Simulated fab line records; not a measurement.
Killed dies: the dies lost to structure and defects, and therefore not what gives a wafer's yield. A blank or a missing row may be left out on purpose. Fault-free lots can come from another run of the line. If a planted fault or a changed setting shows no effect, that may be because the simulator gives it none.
What tool caused it?	flow nand harc	45 wafers from 15 lots sampled at 2 of the route's 1159 steps

== WHAT THE GAUGES READ, wafer by wafer ==
NHARC_P_CONTACT_OVL_MEAS_13.
lot	measured	on	overlay x nm (nm)	overlay y nm (nm)
L958	day 5 16:43	overlay-01	-0.2 -0.4 -0.7	-0.5 -0.6 -0.4
L960	day 6 01:04	overlay-02	-1.1 -0.9 -1.1	1.1 0.4 0.7
L959	day 6 03:35	overlay-02	-0.7 -0.9 -1.1	0.2 -0.7 0.3
L963	day 6 20:13	overlay-01	-1.3 -2.1 -1.5	1.4 1.7 1.4
L961	day 6 20:52	overlay-01	0.3 0.6 0.4	0.6 0.8 0.2
L962	day 6 21:31	overlay-01	-0.3 0.0 0.0	0.4 0.5 -0.5
L964	day 7 08:07	overlay-01	-1.4 -0.9 -1.2	0.8 0.7 0.7
L966	day 7 13:47	overlay-02	-0.3 -0.2 -0.5	0.3 0.0 0.8
L967	day 8 04:59	overlay-01	0.4 1.2 0.3	-0.7 -0.9 -0.3
L969	day 8 16:04	overlay-01	0.0 0.2 0.2	0.4 0.6 0.1
L971	day 8 16:50	overlay-02	0.0 0.4 0.5	-1.5 -1.1 -1.0
L972	day 9 11:50	overlay-02	-0.4 -0.2 0.1	0.8 1.0 0.9
L977	day 10 14:12	overlay-02	1.6 1.5 1.2	0.7 0.4 0.2
L978	day 10 20:21	overlay-01	-0.5 -0.6 -0.7	1.0 0.6 0.1
L979	day 11 01:11	overlay-02	0.6 -0.1 0.6	0.5 0.6 0.3

== WHAT TOOL EACH LOT RAN ON (gives the tool, then ch and the chambers of the sampled wafers, and finally the start) ==
lot	NHARC_P_GATE_RTA_64
L958	rtp anneal-01 ch 0, day 5 13:44
L960	rtp anneal-02 ch 0, day 5 22:14
L959	rtp anneal-01 ch 0, day 6 00:25
L963	rtp anneal-01 ch 0, day 6 17:15
L961	rtp anneal-01 ch 0, day 6 18:01
L962	rtp anneal-01 ch 0, day 6 18:36
L964	rtp anneal-02 ch 0, day 7 05:12
L966	rtp anneal-02 ch 0, day 7 10:50
L967	rtp anneal-02 ch 0, day 8 01:53
L969	rtp anneal-01 ch 0, day 8 13:07
L971	rtp anneal-02 ch 0, day 8 13:55
L972	rtp anneal-02 ch 0, day 9 08:55
L977	rtp anneal-01 ch 0, day 10 11:13
L978	rtp anneal-01 ch 0, day 10 17:25
L979	rtp anneal-01 ch 0, day 10 22:10
- NHARC_P_GATE_RTA_64: time 1 s.

== AS READ BY THE TOOLS THEMSELVES (means over the sampled wafers that have a number; for cases with no such wafer, the mark the record gives instead) ==
NHARC_P_GATE_RTA_64.
lot	tool	lamp power pct (%)	lamp_zone_3_pct (%)	lamp_zone_4_pct (%)	wafer_temp_C_max
L958	rtp anneal-01	35.36	35.34	35.33	1054.6
L960	rtp anneal-02	35.70	35.68	35.68	1055.9
L959	rtp anneal-01	35.30	35.29	35.29	1054.7
L963	rtp anneal-01	35.34	35.36	35.32	1055.2
L961	rtp anneal-01	35.34	35.32	35.35	1055.1
L962	rtp anneal-01	35.35	35.36	35.33	1053.9
L964	rtp anneal-02	35.69	35.68	35.72	1054.5
L966	rtp anneal-02	35.70	35.68	35.72	1054.7
L967	rtp anneal-02	35.69	35.68	35.72	1054.2
L969	rtp anneal-01	35.29	35.37	35.30	1054.6
L971	rtp anneal-02	35.67	35.68	35.64	1054.4
L972	rtp anneal-02	35.65	35.70	35.68	1054.5
L977	rtp anneal-01	35.32	35.29	35.34	1053.9
L978	rtp anneal-01	35.31	35.34	35.33	1053.9
L979	rtp anneal-01	35.29	35.28	35.27	1054.8

== THE ANSWER, worked out from the rows above alone ==
Rule: the usual values come from the lots themselves. Put in order of their means at a reading, lots are off if they are a third of the lots or fewer, leave a main group of 4 or more, and stand apart from it by a gap of 3 or more times the standard deviation of the main group's means; of several such gaps the widest counts. A main group whose means are all the same, to the digits that the tables above print for the reading, isn't used. Also off: a lot with no number at a reading for which 4 or more lots have one. The other lots that the step has rows for count as sound. First the gauges in route order, then the tools' own readings, where a lot's mean is used as printed above. The first step at which some lot is off is used, and at that step the reading that is off furthest; a lot without a number counts as furthest.
No lot is off at any reading shown: from this, nothing can be told.

== WHAT WAS PUT IN BY THE SIMULATOR ==
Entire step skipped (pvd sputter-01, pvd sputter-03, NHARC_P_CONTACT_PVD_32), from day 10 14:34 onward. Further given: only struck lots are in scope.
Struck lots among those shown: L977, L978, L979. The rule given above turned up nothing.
